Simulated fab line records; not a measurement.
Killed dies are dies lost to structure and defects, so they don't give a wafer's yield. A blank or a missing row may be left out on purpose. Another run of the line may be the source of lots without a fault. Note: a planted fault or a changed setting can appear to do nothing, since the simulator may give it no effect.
Split-lot experiment / flow n5Finfet / on a route of 1938 steps: 7 lots, 21 wafers read

## ABOUT THE SPLIT
At N5_BEOL_M13_COAT_65 (time 60 s, resist thk 350 nm), the setting spinRpm was moved away from the recipe's 1500 rpm on 5 of the 21 wafers read, by -9.5% to -2.9%. This setting was run at the recipe's value on the other wafers.

The split's own step is where the reading is taken.

## THE READING
SOC_of_BEOL_M13_COAT_65.thkNm (the simulator's own value, which no gauge read), in nm, at N5_BEOL_M13_COAT_65 (time 60 s, resist thk 350 nm). The file gives no usual value for it. Average 349.5 nm, standard deviation 1.3 nm, over the 16 wafers here run with the recipe.

wafer=L078.2; tool, chamber at the split=lithoTrack-05, 0; spinRpm as run, rpm=1500; against the recipe=recipe; SOC_of_BEOL_M13_COAT_65.thkNm, nm=351.8; against lot-mates on the recipe=-
wafer=L078.4; tool, chamber at the split=lithoTrack-05, 0; spinRpm as run, rpm=1456; against the recipe=-2.9%; SOC_of_BEOL_M13_COAT_65.thkNm, nm=357; against lot-mates on the recipe=+5.2
wafer=L078.5; tool, chamber at the split=lithoTrack-05, 0; spinRpm as run, rpm=1456; against the recipe=-2.9%; SOC_of_BEOL_M13_COAT_65.thkNm, nm=357.2; against lot-mates on the recipe=+5.4
wafer=L077.1; tool, chamber at the split=lithoTrack-05, 0; spinRpm as run, rpm=1441; against the recipe=-3.9%; SOC_of_BEOL_M13_COAT_65.thkNm, nm=356.6; against lot-mates on the recipe=+6.0
wafer=L077.2; tool, chamber at the split=lithoTrack-05, 0; spinRpm as run, rpm=1441; against the recipe=-3.9%; SOC_of_BEOL_M13_COAT_65.thkNm, nm=356.6; against lot-mates on the recipe=+6.0
wafer=L077.4; tool, chamber at the split=lithoTrack-05, 0; spinRpm as run, rpm=1500; against the recipe=recipe; SOC_of_BEOL_M13_COAT_65.thkNm, nm=350.6; against lot-mates on the recipe=-
wafer=L080.1; tool, chamber at the split=lithoTrack-01, 0; spinRpm as run, rpm=1500; against the recipe=recipe; SOC_of_BEOL_M13_COAT_65.thkNm, nm=349.8; against lot-mates on the recipe=-
wafer=L080.2; tool, chamber at the split=lithoTrack-01, 0; spinRpm as run, rpm=1500; against the recipe=recipe; SOC_of_BEOL_M13_COAT_65.thkNm, nm=350.8; against lot-mates on the recipe=-
wafer=L080.5; tool, chamber at the split=lithoTrack-01, 0; spinRpm as run, rpm=1500; against the recipe=recipe; SOC_of_BEOL_M13_COAT_65.thkNm, nm=351.2; against lot-mates on the recipe=-
wafer=L096.3; tool, chamber at the split=lithoTrack-05, 0; spinRpm as run, rpm=1500; against the recipe=recipe; SOC_of_BEOL_M13_COAT_65.thkNm, nm=350; against lot-mates on the recipe=-
wafer=L096.4; tool, chamber at the split=lithoTrack-05, 0; spinRpm as run, rpm=1500; against the recipe=recipe; SOC_of_BEOL_M13_COAT_65.thkNm, nm=348.6; against lot-mates on the recipe=-
wafer=L096.6; tool, chamber at the split=lithoTrack-05, 0; spinRpm as run, rpm=1500; against the recipe=recipe; SOC_of_BEOL_M13_COAT_65.thkNm, nm=348.4; against lot-mates on the recipe=-
wafer=L090.2; tool, chamber at the split=lithoTrack-01, 0; spinRpm as run, rpm=1500; against the recipe=recipe; SOC_of_BEOL_M13_COAT_65.thkNm, nm=349; against lot-mates on the recipe=-
wafer=L090.3; tool, chamber at the split=lithoTrack-01, 0; spinRpm as run, rpm=1500; against the recipe=recipe; SOC_of_BEOL_M13_COAT_65.thkNm, nm=348.4; against lot-mates on the recipe=-
wafer=L090.5; tool, chamber at the split=lithoTrack-01, 0; spinRpm as run, rpm=1500; against the recipe=recipe; SOC_of_BEOL_M13_COAT_65.thkNm, nm=348.4; against lot-mates on the recipe=-
wafer=L097.1; tool, chamber at the split=lithoTrack-01, 0; spinRpm as run, rpm=1358; against the recipe=-9.5%; SOC_of_BEOL_M13_COAT_65.thkNm, nm=365; against lot-mates on the recipe=+17.6
wafer=L097.2; tool, chamber at the split=lithoTrack-01, 0; spinRpm as run, rpm=1500; against the recipe=recipe; SOC_of_BEOL_M13_COAT_65.thkNm, nm=346.8; against lot-mates on the recipe=-
wafer=L097.5; tool, chamber at the split=lithoTrack-01, 0; spinRpm as run, rpm=1500; against the recipe=recipe; SOC_of_BEOL_M13_COAT_65.thkNm, nm=348; against lot-mates on the recipe=-
wafer=L092.3; tool, chamber at the split=lithoTrack-05, 0; spinRpm as run, rpm=1500; against the recipe=recipe; SOC_of_BEOL_M13_COAT_65.thkNm, nm=349.6; against lot-mates on the recipe=-
wafer=L092.4; tool, chamber at the split=lithoTrack-05, 0; spinRpm as run, rpm=1500; against the recipe=recipe; SOC_of_BEOL_M13_COAT_65.thkNm, nm=350.4; against lot-mates on the recipe=-
wafer=L092.6; tool, chamber at the split=lithoTrack-05, 0; spinRpm as run, rpm=1500; against the recipe=recipe; SOC_of_BEOL_M13_COAT_65.thkNm, nm=350; against lot-mates on the recipe=-

FIT RESULTS
A straight line over all 21 wafers: SOC_of_BEOL_M13_COAT_65.thkNm changes by -1.76 nm for each +1% of spinRpm; r = -0.95; the points scatter about the line by 1.4 nm.
The same after taking each lot's own level away (the mean of its wafers on the recipe; 21 wafers): -1.79 nm for each +1%; r = -0.99; scatter 0.58 nm.
That fit puts the effect of the largest move of spinRpm on the reading at 17 nm.
Across the lots, their own levels run from 347.40 to 351.80 nm, a range of 3.4 times the standard deviation given above.
Consequently the slope shifts little with the lot-to-lot level, the two slopes agreeing.
Check: with one of the wafers moved furthest among these (-9.5%) left out of the fit, the line predicts +15.4 nm for it against its lot-mates. It came out at +17.6 nm against them.

## OTHER SPLITS APPLIED TO THESE WAFERS
Note: prior to the reading, these wafers also went through further splits. Each is held against what the fit with the lots' levels taken away leaves over:
other split on the same wafers=N5_BEOL_M9_ILD_DEP_00 timeS; wafers away from the commonest value=7; r with SOC_of_BEOL_M13_COAT_65.thkNm (lot level and that fit taken away)=-0.05
other split on the same wafers=N5_BEOL_M10_COAT_60 spinRpm; wafers away from the commonest value=6; r with SOC_of_BEOL_M13_COAT_65.thkNm (lot level and that fit taken away)=+0.44
other split on the same wafers=N5_BEOL_M10_EXPOSE_08 doseMj; wafers away from the commonest value=5; r with SOC_of_BEOL_M13_COAT_65.thkNm (lot level and that fit taken away)=-0.18
other split on the same wafers=N5_BEOL_M10_ETCH_41 sourceW; wafers away from the commonest value=3; r with SOC_of_BEOL_M13_COAT_65.thkNm (lot level and that fit taken away)=-0.17
other split on the same wafers=N5_BEOL_M11_ETCH_66 timeS; wafers away from the commonest value=6; r with SOC_of_BEOL_M13_COAT_65.thkNm (lot level and that fit taken away)=+0.08
other split on the same wafers=N5_BEOL_M11_ETCH_41 timeS; wafers away from the commonest value=4; r with SOC_of_BEOL_M13_COAT_65.thkNm (lot level and that fit taken away)=-0.07
other split on the same wafers=N5_BEOL_M13_ETCH_59 timeS; wafers away from the commonest value=9; r with SOC_of_BEOL_M13_COAT_65.thkNm (lot level and that fit taken away)=-0.02

## THE FILE'S OWN FIT
SOC_of_BEOL_M13_COAT_65.thkNm changes by -1.81 nm for each +1% of spinRpm, r = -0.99.
